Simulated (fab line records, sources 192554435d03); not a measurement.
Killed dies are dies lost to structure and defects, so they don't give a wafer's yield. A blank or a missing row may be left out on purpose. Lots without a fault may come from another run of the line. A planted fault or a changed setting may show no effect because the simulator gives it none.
fab line records | flow n5_finfet
record lots=4 wafers=12 last_day=18
route steps=1938 shown BEOL_M4@1099 BEOL_M5@1112 BEOL_M14@1765 PASSIVATION@1936
lots that met no fault: from a run of the same line without faults
start_h: hours from the record's first day to the start of the lot's first wafer shown | wait_h: hours since the lot's step before | " the same as in the row above | L1.1+2: a row that stands for several wafers | - no value, or no start given | * or withheld: withheld | < > ~ a bound
route shown NAME@n: a module of which the file shows steps, and the number in the route of the first | usual: mean/standard deviation of fault-free wafers | same: alike in all rows | chamber/n: place in a boat | sites: the reading at each site | _std_site: their standard deviation | _edge_site: outer sites' mean less inner sites' | radius_mm: how far each site lies from the wafer's centre | mask NAME#n: copy n | behind: the tool/chamber that last shaped the wafer | hold: why the lot was held/for how many hours/how that ended | device: the transistor (n, p or np) that didn't switch | end of line: the same wafers' tests at the end of the route | a step without rows: its recipe alone | killed: dies lost to structure and defects at the first sort, not the wafer's yield | map: a wafer's dies, x killed, . not, _ none there
set.NAME: the setting as run; set.NAME@STEP: as run at that earlier step | model.NAME: the simulator's own value behind a step, which no gauge read
lots at some steps of the route; a table a step, a row a wafer
services: from which hour (start_h, from the record's first day; less than 0 if before it) a tool's chamber was out of use, for how many hours, and why
## steps
# step N5_BEOL_M4_ANNEAL_95
# recipe temp_c=400 time_s=240 ambient=vacuum
# step N5_BEOL_M4_SPUTTER_96
# recipe material=Cu target_thk_a=45 temp_c=-20 chamber_pressure_pa=0.07 power_w=withheld time_s=8.29
# step N5_BEOL_M4_ECD_50
# recipe material=Cu target_thk_a=3000
# step N5_BEOL_M4_ANNEAL_51
# recipe temp_c=225 time_s=90 ambient=N2
# step N5_BEOL_M4_CMP_52
# recipe stop_on=SiOC t_overpolish_s=6.8 down_force_psi=1 platen_rpm=50 clearing_platen_down_force_psi=1.5 clearing_platen_rpm=50 post_cmp_clean=cu_alkaline target_thk_nm=40 clearing_platen_pad_velocity_m_s=0.99484 pad_velocity_m_s=0.99484
# step N5_BEOL_M4_PRE_CLEAN_60
# recipe gas=NH3/H2 time_s=15 temp_c=* rf_power_w=300
# step N5_BEOL_M4_CO_CAP_55
# recipe material=Co target_thk_a=20 temp_c=200 precursor=CCTBA/H2 pressure_torr=30 time_s=102.1
# step N5_BEOL_M4_PRE_CLEAN_56
# recipe gas=NH3 time_s=15 temp_c=withheld rf_power_w=300
# step N5_BEOL_M4_DEP_57
# recipe material=SiCN target_thk_a=80 temp_c=withheld precursor=3MS/NH3 pressure_torr=3 rf_w=202 time_s=14
# step N5_BEOL_M4_RC_MEAS_101
# usual DIBL_N=36.5/1.9 DIBL_P=36.4/2.2 IOFF_N=0.17/0.034 IOFF_P=0.21/0.036 ION_N=678/12 ION_P=462/7.1 SS_N=71.7/0.61 SS_P=73.4/0.71 VT_N=249/3.5 VT_P=-251/3
# columns lot.wafer tool chamber start_h wait_h DIBL_N[mV/V] DIBL_P[mV/V] IOFF_N[nA/um] IOFF_P[nA/um] ION_N[uA/um] ION_P[uA/um] SS_N[mV/dec] SS_P[mV/dec] VT_N[mV] VT_P[mV]
L631.3 prober-01 0 208.96 0.3 35.2 35.4 0.17 0.22 684 468 71.9 73.3 249 -249
L631.4 " 0 " " 35.3 35.8 0.17 0.23 677 470 71.5 73.9 246 -249
L631.6 " 0 " " 35.2 34.8 0.16 0.21 679 466 70.9 72.8 250 -249
L647.1 prober-01 0 297.96 0.0 38.3 40.4 0.22 0.26 690 464 72.9 74.2 246 -249
L647.4 " 0 " " 39.2 41.2 0.25 0.26 698 466 73.2 74.2 243 -249
L647.6 " 0 " " 37.7 39.8 0.20 0.23 685 468 73.0 73.7 248 -250
L644.1 prober-02 0 298.30 0.0 38.4 37.8 0.19 0.24 687 474 71.7 73.8 247 -249
L644.2 " 0 " " 35.8 34.0 0.13 0.17 664 450 72.1 72.6 253 -253
L644.3 " 0 " " 36.9 36.0 0.17 0.21 697 469 71.6 73.1 244 -248
L645.3 prober-01 0 300.15 0.3 37.2 38.2 0.18 0.23 694 471 71.7 73.5 244 -248
L645.5 " 0 " " 36.3 37.2 0.17 0.21 699 473 71.5 72.8 248 -250
L645.6 " 0 " " 36.2 36.8 0.16 0.20 684 464 71.4 73.7 251 -250
# step N5_BEOL_M5_ILD_DEP_00
# recipe material=SiCOH_lowk target_thk_a=1406.4 temp_c=300 precursor=DEMS/porogen pressure_torr=5 rf_w=500 time_s=25.9
# step N5_BEOL_M5_CURE_79
# recipe temp_c=385 time_s=240 ambient=He/Ar material=SiCOH_lowk
# step N5_BEOL_M5_PECVD_70
# recipe material=SiO2 target_thk_a=160 temp_c=400 precursor=TEOS/O2 pressure_torr=5.5 rf_w=450 teos_flow_sccm=53.8 gas=O2 flow_sccm=3000 time_s=18
# step N5_BEOL_M5_HM_DEP_02
# recipe material=TiN target_thk_a=200 temp_c=25 chamber_pressure_pa=0.49996
# step N5_BEOL_M5_COAT_59
# recipe resist=SOC temp_c=250 time_s=60 spin_rpm=1500 resist_thk_nm=60
# step N5_BEOL_M5_COAT_60
# recipe resist=SiARC temp_c=220 time_s=60 spin_rpm=1500 resist_thk_nm=12
# step N5_BEOL_M5_COAT_71
# recipe resist=underlayer temp_c=205 time_s=60 spin_rpm=1500 resist_thk_nm=5
# step N5_BEOL_M5_COAT_05
# recipe resist=CAR-EUV spin_rpm=1500 resist_thk_nm=30
# step N5_BEOL_M5_EBR_07
# recipe solvent=PGMEA ebr_width_mm=1.5
# step N5_BEOL_M5_SOFTBAKE_06
# recipe temp_c=110 time_s=60 resist=CAR-EUV
# step N5_BEOL_M5_EXPOSE_08
# recipe mask_id=M5 na=0.33 source_shape=annular sigma_inner=0.4 sigma_outer=0.8 polarization=unpolarized target_cd_nm=28 dose_mj=35.75
# step N5_BEOL_M5_PEB_09
# recipe peb_temp_c=100 peb_time_s=60 resist=CAR-EUV
# step N5_BEOL_M5_DEVELOP_10
# recipe develop_time_s=30 developer=TMAH resist=CAR-EUV rinse_liquid=surfactant_rinse dry=air_spin dev_temp_c=23
# step N5_BEOL_M5_DESCUM_16
# recipe chemistry=O2 time_s=7 source_power_w=50 bias_power_w=20 pressure_mtorr=20 rf_frequency_hz=2.712e+07 temp_c=40 resist=CAR-EUV o2_flow_sccm=225
# step N5_BEOL_M5_ETCH_72
# recipe chemistry=N2/H2 target=underlayer target_depth_a=65 mask_material=CAR-EUV time_s=5.2 ion_energy_ev=200 pressure_mtorr=30 source_w=840 bias_w=150 n2_flow_sccm=200 h2_flow_sccm=200 ends=cleared
# step N5_BEOL_M5_ETCH_61
# recipe chemistry=CF4 target=SiARC target_depth_a=156 mask_material=CAR-EUV time_s=26 ion_energy_ev=80 pressure_mtorr=40 source_w=545 bias_w=36 Ar_flow_sccm=100 cf4_flow_sccm=100 ends=cleared
# step N5_BEOL_M5_ETCH_62
# recipe chemistry=N2/H2 target=SOC target_depth_a=750 overetch_a=150 mask_material=SiARC temp_c=40 time_s=112.5 ion_energy_ev=200 pressure_mtorr=30 source_w=840 bias_w=150 n2_flow_sccm=200 h2_flow_sccm=200
# step N5_BEOL_M5_STRIP_63
# recipe chemistry=N2/H2 temp_c=40 n2_flow_sccm=200 h2_flow_sccm=200 rf_frequency_hz=6e+07
# step N5_BEOL_M5_STRIP_73
# recipe chemistry=N2/H2 temp_c=40 n2_flow_sccm=200 h2_flow_sccm=200 rf_frequency_hz=6e+07
# step N5_BEOL_M5_STRIP_64
# recipe chemistry=CF4 resist=SiARC power_w=300 bias_power_w=75 pressure_mtorr=50 cf4_flow_sccm=150 rf_frequency_hz=6e+07
# step N5_BEOL_M5_HM_OPEN_17
# recipe chemistry=Cl2/BCl3 target_depth_a=200 overetch_a=60 target=TiN mask_material=SOC ion_energy_ev=150 pressure_mtorr=10 icp_w=1000 bias_w=126 Cl2_flow_sccm=53.25 bcl3_flow_sccm=21.75 Ar_flow_sccm=25
# step N5_BEOL_M5_STRIP_19
# recipe chemistry=O2 power_w=400 temp_c=40 pressure_mtorr=30 rf_frequency_hz=6e+07 bias_power_w=0 overash_fraction=0.2 o2_flow_sccm=225
# step N5_BEOL_M5_COAT_65
# recipe resist=SOC temp_c=250 time_s=60 spin_rpm=1500 resist_thk_nm=60
# step N5_BEOL_M5_COAT_66
# recipe resist=SiARC temp_c=220 time_s=60 spin_rpm=1500 resist_thk_nm=12
# step N5_BEOL_M14_ECD_47
# recipe material=Cu target_thk_a=12480
# columns lot.wafer tool chamber start_h wait_h
L631.3+4+6 ecd_cu-01 0,1,1 299.33 0.1
L647.1+4+6 ecd_cu-01 1 391.04 0.1
L645.3+5+6 ecd_cu-01 1,0,1 391.68 0.1
L644.1+2+3 ecd_cu-02 1,0,1 399.07 0.1
# step N5_BEOL_M14_CMP_49
# recipe stop_on=SiO2 t_overpolish_s=5.2 down_force_psi=2 platen_rpm=80 clearing_platen_down_force_psi=2 clearing_platen_rpm=80 post_cmp_clean=cu_alkaline target_thk_nm=560 clearing_platen_pad_velocity_m_s=1.5917 pad_velocity_m_s=1.5917
# usual clearing_platen_rpm=80.00/0.043 edge_zone_pressure_frac=1.000/0.0049 motor_current_A=7.8/0.48 time_to_endpoint_s=122/5.1
# columns lot.wafer tool chamber start_h wait_h clearing_platen_rpm edge_zone_pressure_frac motor_current_A time_to_endpoint_s
L631.4 cmp-03 2 299.78 0.1 80.07 1.004 8.2 131
L631.3 " 0 " " 80.01 0.995 7.3 128
L631.6 " 3 " " 80.05 1.004 7.4 129
L647.4 cmp-01 3 391.53 0.1 79.98 0.999 7.9 11
L647.1 " 1 " " 79.98 0.999 7.5 12
L647.6 " 3 " " 79.98 1.011 7.5 8
L645.3 cmp-01 2 392.40 0.2 79.96 1.002 9.0 10
L645.6 " 2 " " 80.04 1.000 9.2 11
L645.5 " 3 " " 79.96 0.997 7.3 10
L644.3 cmp-01 0 399.96 0.2 79.99 1.003 7.8 119
L644.1 " 1 " " 80.05 0.997 7.6 120
L644.2 " 3 " " 80.05 1.000 7.4 115
# step N5_BEOL_M14_THK_MEAS_50
# recipe thk_meas_gauge=xrf reads=Cu_of_BEOL_M14_ECD_47
# usual M14_THK=584/16
# columns lot.wafer tool chamber start_h wait_h M14_THK[nm]
L631.3 film_metro-01 - 300.07 - 583
L631.4 " - " " 593
L631.6 " - " " 585
L647.1 film_metro-01 - 391.82 - -
L647.4 " - " " -
L647.6 " - " " -
L645.3 film_metro-02 - 392.69 - -
L645.5 " - " " -
L645.6 " - " " -
L644.1 film_metro-02 - 400.25 - 566
L644.2 " - " " 556
L644.3 " - " " 603
# step N5_BEOL_M14_RS_MEAS_54
# recipe thk_meas_gauge=four-point-probe reads=Cu_of_BEOL_M14_ECD_47+Ta_of_BEOL_M14_SPUTTER_44+TaN_of_BEOL_M14_SPUTTER_43
# usual M14_RS=0.0330/0.00089
# columns lot.wafer tool chamber start_h wait_h M14_RS[ohm/sq]
L631.3 film_metro-02 - 300.24 0.1 0.0330
L631.4 " - " " 0.0324
L631.6 " - " " 0.0330
L647.1 film_metro-01 - 391.96 0.0 32.024
L647.4 " - " " 32.170
L647.6 " - " " 32.856
L645.3 film_metro-02 - 392.82 0.1 32.688
L645.5 " - " " 32.691
L645.6 " - " " 32.883
L644.1 film_metro-02 - 400.38 0.0 0.0342
L644.2 " - " " 0.0347
L644.3 " - " " 0.0322
# step N5_PASSIVATION_PROBE_49
# usual defect_limited_yield=91.0/1.5 killed_at_M0_to_M3=35/11 killed_at_M4_up=13/5 killed_at_contacts=12/5.9 killed_at_front_end=42/13 killed_at_other=3/3.2 killed_dies=106/18 killed_on_rim=14/4.2 killed_open=69/13 killed_short=35/8.9 sort_bin_5_function=5.2/0.95 sort_bin_6_memory=3.3/0.71 sort_n_pass=1074/18 sort_yield_pct=91.0/1.5
# same gross_dies=1180 killed_at_back_side=0 sort_bin_4_leakage[%]=0 sort_bin_8_speed[%]=0
# columns lot.wafer tool chamber start_h wait_h defect_limited_yield[%] killed_at_M0_to_M3 killed_at_M4_up killed_at_contacts killed_at_front_end killed_at_other killed_dies killed_on_rim killed_open killed_short sort_bin_5_function[%] sort_bin_6_memory[%] sort_n_pass sort_yield_pct[%]
L631.3 prober-01 - 323.93 0.1 90.2 27 14 11 62 2 116 8 78 37 5.7 3.6 1064 90.2
L631.6 prober-01 - 324.08 0.3 90.6 27 19 20 43 2 111 16 69 42 5.1 3.9 1069 90.6
L647.1 prober-02 - 409.61 0.0 0 52 1080 10 38 0 1180 152 60 50 96.0 3.5 0 0
L647.4 prober-02 - 409.76 0.2 0 41 1082 15 41 1 1180 152 62 42 96.2 3.6 0 0
L647.6 prober-02 - 409.86 0.3 0 48 1072 13 47 0 1180 152 55 56 95.7 3.9 0 0
L645.3 prober-02 - 414.19 0.1 0 40 1091 6 40 3 1180 152 76 31 96.8 2.8 0 0
L645.5 prober-02 - 414.29 0.2 0 27 1096 8 46 3 1180 152 67 30 96.5 3.1 0 0
L645.6 prober-02 - 414.34 0.3 0 31 1090 10 46 3 1180 152 68 28 96.2 3.6 0 0
L644.1 prober-02 - 420.42 0.0 91.7 38 5 10 42 3 98 13 66 31 4.6 3.6 1082 91.7
L644.2 prober-02 - 420.47 0.1 91.9 54 5 1 34 2 96 12 54 37 4.7 2.6 1084 91.9
L644.3 prober-02 - 420.52 0.1 91.1 41 16 14 33 1 105 15 69 35 5.1 3.4 1075 91.1
# killed by level:class
L631.3 FIN_SAQP:geometric_particle:open=18 FIN_SAQP:geometric_particle:short=15 STI_FIN_REVEAL:geometric_particle:open=11 BEOL_M1:geometric_particle:open=11 MOL_CONTACT_COAG:geometric_particle:open=8 BEOL_M5:geometric_particle:open=6 BEOL_M0_SAQP:geometric_particle:open=5 BEOL_M4:geometric_particle:open=4
L631.6 FIN_SAQP:geometric_particle:open=14 MOL_CONTACT_COAG:geometric_particle:open=14 FIN_SAQP:geometric_particle:short=10 BEOL_M3:geometric_particle:open=8 MOL_CONTACT_COAG:geometric_particle:short=6 BEOL_M1:geometric_particle:open=6 BEOL_M2:geometric_particle:open=5 BEOL_M4:geometric_particle:open=4
L647.1 BEOL_M14:area_ecd=1066 BEOL_M0_SAQP:geometric_particle:short=16 BEOL_M0_SAQP:geometric_particle:open=13 FIN_SAQP:geometric_particle:short=11 BEOL_M1:geometric_particle:open=11 MOL_CONTACT_COAG:geometric_particle:open=7 STI_FIN_REVEAL:geometric_particle:open=6 BEOL_M1:geometric_particle:short=5
L647.4 BEOL_M14:area_ecd=1071 MOL_CONTACT_COAG:geometric_particle:open=13 BEOL_M0_SAQP:geometric_particle:open=13 BEOL_M0_SAQP:geometric_particle:short=11 STI_FIN_REVEAL:geometric_particle:open=8 FIN_SAQP:geometric_particle:short=7 FIN_SAQP:geometric_particle:open=6 BEOL_M4:geometric_particle:open=6
L647.6 BEOL_M14:area_ecd=1066 FIN_SAQP:geometric_particle:short=13 BEOL_M0_SAQP:geometric_particle:short=13 GATE_CUT:geometric_particle:short=11 BEOL_M0_SAQP:geometric_particle:open=11 MOL_CONTACT_COAG:geometric_particle:open=7 BEOL_M1:geometric_particle:open=7 BEOL_M1:geometric_particle:short=6
L645.3 BEOL_M14:area_ecd=1073 BEOL_M0_SAQP:geometric_particle:short=10 STI_FIN_REVEAL:geometric_particle:open=9 BEOL_M3:geometric_particle:open=9 BEOL_M0_SAQP:geometric_particle:open=9 BEOL_M4:geometric_particle:open=9 FIN_SAQP:geometric_particle:open=8 MOL_CONTACT_COAG:geometric_particle:open=5
L645.5 BEOL_M14:area_ecd=1080 DUMMY_GATE:geometric_particle:open=11 FIN_SAQP:geometric_particle:open=10 FIN_SAQP:geometric_particle:short=8 MOL_CONTACT_COAG:geometric_particle:open=7 BEOL_M4:geometric_particle:open=7 BEOL_M0_SAQP:geometric_particle:open=6 BEOL_M0_SAQP:geometric_particle:short=5
L645.6 BEOL_M14:area_ecd=1080 FIN_SAQP:geometric_particle:open=12 BEOL_M3:geometric_particle:open=10 STI_FIN_REVEAL:geometric_particle:open=8 MOL_CONTACT_COAG:geometric_particle:open=8 BEOL_M0_SAQP:geometric_particle:open=6 BEOL_M2:geometric_particle:open=6 BEOL_M4:geometric_particle:open=6
L644.1 FIN_SAQP:geometric_particle:open=12 BEOL_M0_SAQP:geometric_particle:open=9 BEOL_M3:geometric_particle:open=9 MOL_CONTACT_COAG:geometric_particle:open=8 BEOL_M1:geometric_particle:open=8 FIN_SAQP:geometric_particle:short=6 DUMMY_GATE:geometric_particle:open=6 GATE_CUT:geometric_particle:short=5
L644.2 BEOL_M0_SAQP:geometric_particle:short=19 BEOL_M3:geometric_particle:open=13 BEOL_M0_SAQP:geometric_particle:open=11 FIN_SAQP:geometric_particle:open=7 FIN_SAQP:geometric_particle:short=6 STI_FIN_REVEAL:geometric_particle:open=5 BEOL_M1:geometric_particle:open=4 HKMG_FIN:area_etch=4
L644.3 BEOL_M0_SAQP:geometric_particle:short=11 MOL_CONTACT_COAG:geometric_particle:open=9 FIN_SAQP:geometric_particle:open=8 BEOL_M0_SAQP:geometric_particle:open=8 BEOL_M3:geometric_particle:open=7 GATE_CUT:geometric_particle:open=6 BEOL_M1:geometric_particle:open=6 STI_FIN_REVEAL:geometric_particle:open=5
# map L645.3 (x killed, . not)
_________________xxxxxxxxxxxx________________
______________xxxxxxxxxxxxxxxxxx_____________
___________xxxxxxxxxxxxxxxxxxxxxxxx__________
__________xxxxxxxxxxxxxxxxxxxxxxxxxx_________
________xxxxxxxxxxxxxxxxxxxxxxxxxxxxxx_______
_______xxxxxxxxxxxxxxxxxxxxxxxxxxxxxxxx______
______xxxxxxxxxxxxxxxxxxxxxxxxxxxxxxxxxx_____
_____xxxxxxxxxxxxxxxxxxxxxxxxxxxxxxxxxxxx____
____xxxxxxxxxxxxxxxxxxxxxxxxxxxxxxxxxxxxxx___
___xxxxxxxxxxxxxxxxxxxxxxxxxxxxxxxxxxxxxxxx__
___xxxxxxxxxxxxxxxxxxxxxxxxxxxxxxxxxxxxxxxx__
__xxxxxxxxxxxxxxxxxxxxxxxxxxxxxxxxxxxxxxxxxx_
__xxxxxxxxxxxxxxxxxxxxxxxxxxxxxxxxxxxxxxxxxx_
_xxxxxxxxxxxxxxxxxxxxxxxxxxxxxxxxxxxxxxxxxxxx
_xxxxxxxxxxxxxxxxxxxxxxxxxxxxxxxxxxxxxxxxxxxx
_xxxxxxxxxxxxxxxxxxxxxxxxxxxxxxxxxxxxxxxxxxxx
_xxxxxxxxxxxxxxxxxxxxxxxxxxxxxxxxxxxxxxxxxxxx
_xxxxxxxxxxxxxxxxxxxxxxxxxxxxxxxxxxxxxxxxxxxx
_xxxxxxxxxxxxxxxxxxxxxxxxxxxxxxxxxxxxxxxxxxxx
_xxxxxxxxxxxxxxxxxxxxxxxxxxxxxxxxxxxxxxxxxxxx
_xxxxxxxxxxxxxxxxxxxxxxxxxxxxxxxxxxxxxxxxxxxx
__xxxxxxxxxxxxxxxxxxxxxxxxxxxxxxxxxxxxxxxxxx_
__xxxxxxxxxxxxxxxxxxxxxxxxxxxxxxxxxxxxxxxxxx_
___xxxxxxxxxxxxxxxxxxxxxxxxxxxxxxxxxxxxxxxx__
___xxxxxxxxxxxxxxxxxxxxxxxxxxxxxxxxxxxxxxxx__
____xxxxxxxxxxxxxxxxxxxxxxxxxxxxxxxxxxxxxx___
_____xxxxxxxxxxxxxxxxxxxxxxxxxxxxxxxxxxxx____
______xxxxxxxxxxxxxxxxxxxxxxxxxxxxxxxxxx_____
_______xxxxxxxxxxxxxxxxxxxxxxxxxxxxxxxx______
________xxxxxxxxxxxxxxxxxxxxxxxxxxxxxx_______
__________xxxxxxxxxxxxxxxxxxxxxxxxxx_________
___________xxxxxxxxxxxxxxxxxxxxxxxx__________
______________xxxxxxxxxxxxxxxxxx_____________
_________________xxxxxxxxxxxx________________
# map L647.1 (x killed, . not)
_________________xxxxxxxxxxxx________________
______________xxxxxxxxxxxxxxxxxx_____________
___________xxxxxxxxxxxxxxxxxxxxxxxx__________
__________xxxxxxxxxxxxxxxxxxxxxxxxxx_________
________xxxxxxxxxxxxxxxxxxxxxxxxxxxxxx_______
_______xxxxxxxxxxxxxxxxxxxxxxxxxxxxxxxx______
______xxxxxxxxxxxxxxxxxxxxxxxxxxxxxxxxxx_____
_____xxxxxxxxxxxxxxxxxxxxxxxxxxxxxxxxxxxx____
____xxxxxxxxxxxxxxxxxxxxxxxxxxxxxxxxxxxxxx___
___xxxxxxxxxxxxxxxxxxxxxxxxxxxxxxxxxxxxxxxx__
___xxxxxxxxxxxxxxxxxxxxxxxxxxxxxxxxxxxxxxxx__
__xxxxxxxxxxxxxxxxxxxxxxxxxxxxxxxxxxxxxxxxxx_
__xxxxxxxxxxxxxxxxxxxxxxxxxxxxxxxxxxxxxxxxxx_
_xxxxxxxxxxxxxxxxxxxxxxxxxxxxxxxxxxxxxxxxxxxx
_xxxxxxxxxxxxxxxxxxxxxxxxxxxxxxxxxxxxxxxxxxxx
_xxxxxxxxxxxxxxxxxxxxxxxxxxxxxxxxxxxxxxxxxxxx
_xxxxxxxxxxxxxxxxxxxxxxxxxxxxxxxxxxxxxxxxxxxx
_xxxxxxxxxxxxxxxxxxxxxxxxxxxxxxxxxxxxxxxxxxxx
_xxxxxxxxxxxxxxxxxxxxxxxxxxxxxxxxxxxxxxxxxxxx
_xxxxxxxxxxxxxxxxxxxxxxxxxxxxxxxxxxxxxxxxxxxx
_xxxxxxxxxxxxxxxxxxxxxxxxxxxxxxxxxxxxxxxxxxxx
__xxxxxxxxxxxxxxxxxxxxxxxxxxxxxxxxxxxxxxxxxx_
__xxxxxxxxxxxxxxxxxxxxxxxxxxxxxxxxxxxxxxxxxx_
___xxxxxxxxxxxxxxxxxxxxxxxxxxxxxxxxxxxxxxxx__
___xxxxxxxxxxxxxxxxxxxxxxxxxxxxxxxxxxxxxxxx__
____xxxxxxxxxxxxxxxxxxxxxxxxxxxxxxxxxxxxxx___
_____xxxxxxxxxxxxxxxxxxxxxxxxxxxxxxxxxxxx____
______xxxxxxxxxxxxxxxxxxxxxxxxxxxxxxxxxx_____
_______xxxxxxxxxxxxxxxxxxxxxxxxxxxxxxxx______
________xxxxxxxxxxxxxxxxxxxxxxxxxxxxxx_______
__________xxxxxxxxxxxxxxxxxxxxxxxxxx_________
___________xxxxxxxxxxxxxxxxxxxxxxxx__________
______________xxxxxxxxxxxxxxxxxx_____________
_________________xxxxxxxxxxxx________________
## services
# columns tool chamber start_h hours kind
cmp-01 - 334.09 4.0 pm
cmp-01 - 338.09 - consumable_replace:conditioner
cmp-01 - 338.09 - consumable_replace:pad
cmp-03 - 395.81 1.4 repair
## key
first_sign step=N5_BEOL_M14_CMP_49 reading=time_to_endpoint_s direction=down sigmas=22 usual=* struck=*
effect step=N5_BEOL_M14_THK_MEAS_50 reading=M14_THK direction=missing
effect step=N5_BEOL_M14_RS_MEAS_54 reading=M14_RS direction=up sigmas=99+ usual=0.0330 struck=32.552
effect step=N5_PASSIVATION_PROBE_49 reading=killed_at_M4_up direction=up sigmas=99+ usual=13 struck=1085
more_kills_born_at N5_BEOL_M14_ECD_47@ecd_cu-01=6436
met_at N5_BEOL_M14_ECD_47
struck_wafers L645.3,L645.5,L645.6,L647.1,L647.4,L647.6
later_rows_left_out L645.3,L645.5,L645.6,L647.1,L647.4,L647.6
onset_between 299.33 391.04
earlier_fault kind=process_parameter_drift tool=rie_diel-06 chamber=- onset_h=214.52 steps=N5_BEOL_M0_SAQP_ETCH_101 channel=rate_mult offset=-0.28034 shape=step
fault kind=skipped_step_whole tool=ecd_cu-01 chamber=- onset_h=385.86 steps=N5_BEOL_M14_ECD_47 scope=struck_lots_only
# later_rows_left_out: the simulator's readings of these wafers behind a module that went badly wrong aren't trusted and aren't shown, but for the sort
